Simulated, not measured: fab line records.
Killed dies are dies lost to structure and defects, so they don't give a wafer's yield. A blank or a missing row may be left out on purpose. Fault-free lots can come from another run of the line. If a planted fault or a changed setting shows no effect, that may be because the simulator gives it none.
Matching of chambers | flow nandHarc | cmp-02 running NHARC_A_STAIRCASE_CMP_472: 4 sister chambers
The step polishes SiO2. 14 wafers are shown with their chamber, then 7 later ones without.

## WAFERS PAIRED WITH THEIR CHAMBERS
wafer  | chamber | motorCurrentA (A)
L074.2 | 2       | 11.9
L074.3 | 0       | 13.7
L074.6 | 0       | 13.2
L078.2 | 0       | 13.5
L078.5 | 1       | 11.2
L078.6 | 0       | 14.4
L080.1 | 3       | 10.7
L080.2 | 2       | 11.8
L080.6 | 0       | 12.7
L084.1 | 1       | 11.0
L084.2 | 0       | 13.6
L084.6 | 3       | 11.3
L086.1 | 2       | 11.4
L086.2 | 3       | 11.0

SIGNATURES, as means of the wafers listed above
reading       | chamber 0 | chamber 1 | chamber 2 | chamber 3 | scatter within a chamber
motorCurrentA | 13.517    | 11.100    | 11.700    | 11.000    | 0.439
Rule: distance of a wafer from a chamber = root of the sum over the readings of ((wafer's reading minus chamber's mean) / reading's scatter) squared. If the next closest chamber is less than 2 further off than the closest, the wafer can't be placed; otherwise it belongs to the closest. How the scatter is found: for the shown wafers, subtract from each reading the mean of its chamber, square and add these, divide the total by (wafers less chambers), then take the root.

## WAFERS WITHOUT THEIR CHAMBER
wafer  | motorCurrentA (A)
L086.5 | 10.6
L089.1 | 11.5
L089.2 | 10.8
L089.4 | 12.6
L093.1 | 10.8
L093.3 | 13.2
L093.4 | 11.5

## CHAMBER TAKEN BY EACH
wafer  | from the rows above               | in truth
L086.5 | can't be placed: 3 or 1 or 2      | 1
L089.1 | can't be placed: 2 or 1 or 3      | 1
L089.2 | can't be placed: 3 or 1 or 2      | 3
L089.4 | can't be placed: 2 or 0 or 1 or 3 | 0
L093.1 | can't be placed: 3 or 1 or 2      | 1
L093.3 | 0                                 | 0
L093.4 | can't be placed: 2 or 1 or 3      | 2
Correctly placed: 1 of 7. Cannot be placed on the basis of these rows: 6; the candidates contain the true chamber in 6. Number placed wrongly: 0.
